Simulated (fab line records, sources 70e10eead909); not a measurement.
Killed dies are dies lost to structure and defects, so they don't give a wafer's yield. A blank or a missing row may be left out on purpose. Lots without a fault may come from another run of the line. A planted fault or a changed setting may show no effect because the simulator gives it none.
Problem report in the 8D (eight disciplines) form, filled by code | flow nand_harc | the parts of the form that need people (team, actions taken, sign-off) are left out

1. THE PROBLEM
time_to_endpoint_s at NHARC_P_M2_CMP_23 reads a mean of 39.0 s on 4 wafers of 2 lots; wafers without a fault read 28.2 s with a standard deviation of 1.9. That is +5.7 standard deviations from the usual mean.
The step: polishes, t overpolish 20 s, target thk 144.3 nm.
First seen on wafer L346.4, day 7 10:42, on cmp-02. The record holds 33 wafers of 11 lots with a number at this step. Rule for "out", or "out of limits": more than 4 standard deviations from the usual mean. The other wafers with a number count as sound.

2. WHAT IT IS AND WHAT IT IS NOT
question                    | is                             | is not
which readings at this step | time_to_endpoint_s             | motor_current_A
which lots                  | L346, L349                     | L343, L344, L353, L354, L359, L362, L363, L364, L365
which wafers of those lots  | L346.4, L346.5, L349.1, L349.3 | L346.6, L349.4
read on which tools         | cmp-02, cmp-04                 | cmp-01
when                        | from day 7 10:42               | up to then (7 sound wafers); but 22 sound wafers of L349, L353, L354, L359, L362, L363, L364, L365 came after

3. SUSPECTS, AND WHAT RULES EACH OUT
Counting: a tool at a process step up to the reading stays a suspect if it ran every lot that is out. Sound lots after the first of them don't rule it out here, since some wafers of a struck lot are sound.
- pecvd-04 at NHARC_P_M0_DEP_32 (deposits SiCN, target thk 30 nm): kept. It ran every lot that is out, first L346 (day 7 02:53); its last sound lot up to then is L343 (day 6 09:26).
- rie_diel-04 at NHARC_P_M2_DESCUM_14 (chemistry O2, time 3 s): kept. It ran every lot that is out, first L346 (day 7 08:37); its last sound lot up to then is L344 (day 6 14:55).
- ecd_cu-02 at NHARC_P_M2_ECD_22 (material Cu, target thk 400 nm): kept. It ran every lot that is out, first L346 (day 7 10:04); its last sound lot up to then is L344 (day 6 16:21).
- Within pecvd-04 at NHARC_P_M0_DEP_32: the wafers that are out ran in chambers 0, 2; their sound lot-mates ran in chamber 1.
- Within ecd_cu-02 at NHARC_P_M2_ECD_22: the wafers that are out ran in chamber 0; their sound lot-mates ran in chamber 1.
Left after counting: pecvd-04 at NHARC_P_M0_DEP_32, rie_diel-04 at NHARC_P_M2_DESCUM_14, ecd_cu-02 at NHARC_P_M2_ECD_22.

4. THE CAUSE (what the simulator had put in)
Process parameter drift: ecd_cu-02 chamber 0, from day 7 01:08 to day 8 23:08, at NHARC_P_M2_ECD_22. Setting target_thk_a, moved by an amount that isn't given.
Counting left 3 suspects, and this tool is among them.

5. THE CHAIN OF EFFECTS, in route order
Each row: a reading whose mean over the struck wafers that have a number lies more than 3 standard deviations from the usual. Only readings for which the record gives a usual standard deviation are gone through. hours: the time from each lot's start at the first step in this table that gives one to its start at this step, as a median over the lots. sigmas: the change in usual standard deviations.
hours | step              | reading            | usual  | on struck wafers | change | sigmas
0     | NHARC_P_M2_CMP_23 | time_to_endpoint_s | 28.2 s | 39.0             | +10.8  | +5.7
The process steps in it:
- NHARC_P_M2_CMP_23: polishes, t overpolish 20 s, target thk 144.3 nm.

6. WHAT WOULD HAVE CAUGHT IT SOONER
In this record the first reading out of limits was taken at day 7 10:42, 10 hours after the fault began at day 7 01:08.
Of the tool readings at NHARC_P_M2_ECD_22 for which the record gives a usual standard deviation, none was out on any struck wafer, so an alarm limit of 4 standard deviations on them would not have fired.
Of the lots that are out (2), L349 began NHARC_P_M2_ECD_22 on ecd_cu-02 after day 7 10:42. A hold on the tool at that time would have spared it.
